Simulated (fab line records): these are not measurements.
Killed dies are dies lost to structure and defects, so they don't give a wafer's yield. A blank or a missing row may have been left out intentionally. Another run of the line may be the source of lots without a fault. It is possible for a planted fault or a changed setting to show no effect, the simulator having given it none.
Struck lot and sound lot, side by side || flow nandHarc || 25 out of 1159 route steps
Sound: wafers L866.1, L866.2, L866.6. The struck wafers were L882.2, L882.4, L882.6. The cause is named last.
Order at every step that has rows: each side's tool, ch and its chambers, its first start. Under that, the readings that differ: sound wafers || struck wafers || difference of the means || sigmas: that difference in standard deviations of wafers without a fault.
alike: same words and numbers on both sides, and readings whose means sit less than 2 such deviations apart. not compared: any withheld reading, any reading some wafer has no value for, any bound like >300 that may hide the same value, and any number with overlapping values for which the record gives no deviation.
A row with sigmas, a row that says differs or no value, or rows on one side alone: a step with any of these is where the two part. When numbers do not overlap yet have no deviation, they are printed without sigmas and do not part them. A reading that every wafer of one side lacks parts them only if that side has two wafers or more.

NHARC_P_CONTACT_DEP_30: deposits SiNx, target thk 30 nm.
  sound on pecvd-04 ch 0,2, day 5 15:36; struck on pecvd-01 ch 0,1, day 9 09:28
  alike: heaterPowerW
NHARC_P_CONTACT_DEP_00: deposits SiO2, target thk 500 nm.
  sound: pecvd-04 ch 0,2; struck: pecvd-01 ch 0,1
  alike: heaterPowerW, throttleValvePct
then, 9 steps without rows for these wafers: NHARC_P_CONTACT_CMP_01 (polishes SiO2, target thk 200 nm); NHARC_P_CONTACT_SRD_03; NHARC_P_CONTACT_DEHYDRATE_04 (time 120 s); NHARC_P_CONTACT_HMDS_05 (time 30 s); NHARC_P_CONTACT_COAT_33 (time 75 s); NHARC_P_CONTACT_COAT_34 (time 65 s); NHARC_P_CONTACT_COAT_06 (resist thk 90 nm); NHARC_P_CONTACT_SOFTBAKE_07 (time 55 s); NHARC_P_CONTACT_EBR_08.
NHARC_P_CONTACT_EXPOSE_09: exposes mask P CA, target cd 90 nm.
  sound on arfiScanner-02 ch 0, day 5 16:53; struck on arfiScanner-03 ch 0, day 9 10:48
{"reading": "mask", "sound": "P_CA#0 P_CA#0 P_CA#0", "struck": "P_CA_R1#0 P_CA_R1#0 P_CA_R1#0", "difference": "differs", "sigmas": ""}
then, 2 steps without rows for these wafers: NHARC_P_CONTACT_PEB_10 (peb time 65 s); NHARC_P_CONTACT_DEVELOP_11 (develop time 35 s).
NHARC_P_CONTACT_CD_MEAS_12: target cd 90 nm.
  sound on cdSem-02 ch 0, day 5 17:01; struck on cdSem-01 ch 0, day 9 10:56
{"reading": "cdNm (nm)", "sound": "89.7 90.5 89.7", "struck": "94.1 94.4 95.5", "difference": "+4.7", "sigmas": "+7"}
NHARC_P_CONTACT_OVL_MEAS_13:
  sound on overlay-02 at day 5 17:07; struck on overlay-01 at day 9 11:01
  alike: overlayXNm, overlayYNm
NHARC_P_CONTACT_INSPECT_14:
  sound on defectInspect-01 at day 5 17:09; struck on defectInspect-01 at day 9 11:04
  alike: rawDefectCount
NHARC_P_CONTACT_DESCUM_17: chemistry O2, time 3 s.
  sound on rieDiel-10 ch 2,3, day 5 17:13; struck on rieDiel-10 ch 0,1,3, day 9 11:07
{"reading": "throttleValvePct (%)", "sound": "11.306 11.301 11.302", "struck": "11.317 11.322 11.327", "difference": "+0.019", "sigmas": "+2"}
{"reading": "model.P_CONTACT.cdNm (nm)", "sound": "90.26 90.45 90.02", "struck": "94.49 94.56 95.57", "difference": "+4.63", "sigmas": ""}
  alike: drypumpMotorCurrentA, mfcArSccm, oesProductAu, rfVppV, showerheadPlenumPTorr
  not compared: rfHoursCounterH
NHARC_P_CONTACT_ETCH_35: etches the open film in CF4, target depth 39 nm, time 65 s.
  sound on rieDiel-10 ch 0,3, day 5 17:17; struck on rieDiel-10 ch 0,1, day 9 11:12
  alike: drypumpMotorCurrentA, mfcArSccm, oesProductAu, rfVppV, showerheadPlenumPTorr, throttleValvePct
  not compared: rfHoursCounterH
NHARC_P_CONTACT_ETCH_36: etches the open film in N2/H2, target depth 260 nm, time 406.25 s.
  sound: rieDiel-10 ch 0,1,2; struck: rieDiel-10 ch 0,3
  alike: drypumpMotorCurrentA, mfcArSccm, oesProductAu, rfVppV, showerheadPlenumPTorr, throttleValvePct
  not compared: rfHoursCounterH
NHARC_P_CONTACT_ETCH_18: etches the open film in C4F8/O2/Ar, target depth 481 nm, time 240.5 s.
  sound: rieDiel-10 ch 0,1,3; struck: rieDiel-10 ch 1,2
  alike: oesProductAu, rfVppV
  not compared: rfHoursCounterH
then, 1 step without rows for these wafers: NHARC_P_CONTACT_STRIP_37 (strips in C4F8/O2/Ar).
NHARC_P_CONTACT_ETCH_31: etches the open film in CH3F/O2, target depth 30 nm, time 85.7 s.
  sound: rieDiel-10 ch 0,1,3; struck: rieDiel-10 ch 1,2,3
{"reading": "model.P_CONTACT.cdNm (nm)", "sound": "89.23 90.44 89.52", "struck": "94.7 93.9 95.62", "difference": "+5.0", "sigmas": ""}
  alike: drypumpMotorCurrentA, mfcArSccm, oesProductAu, rfVppV, showerheadPlenumPTorr, throttleValvePct
  not compared: rfHoursCounterH
NHARC_P_CONTACT_CD_MEAS_19:
  sound on cdSem-02 at day 5 18:08; struck on cdSem-02 at day 9 11:59
{"reading": "cdNm (nm)", "sound": "89.1 90.7 89.6", "struck": "94.7 94.2 96.0", "difference": "+5.2", "sigmas": "+2"}
-- jump in the record: it breaks off in module P_CONTACT and resumes in module END (first step shown: number 1159 of the route), and 14 days separate the struck wafers' starts before and after --
NHARC_END_SORT_01:
  sound on prober-01 ch 0, day 19 09:55; struck on prober-01 ch 0, day 23 05:37
{"reading": "killedAtOther", "sound": "0 0 0", "struck": "3 3 3", "difference": "+3", "sigmas": "+4"}
  alike: killedAtArray, killedAtPeriphery, killedDies, killedOpen, killedShort

== WHERE THEY PART ==
At NHARC_P_CONTACT_EXPOSE_09 first; at NHARC_END_SORT_01 last (within this record only).

WHY: what had been put in by the simulator
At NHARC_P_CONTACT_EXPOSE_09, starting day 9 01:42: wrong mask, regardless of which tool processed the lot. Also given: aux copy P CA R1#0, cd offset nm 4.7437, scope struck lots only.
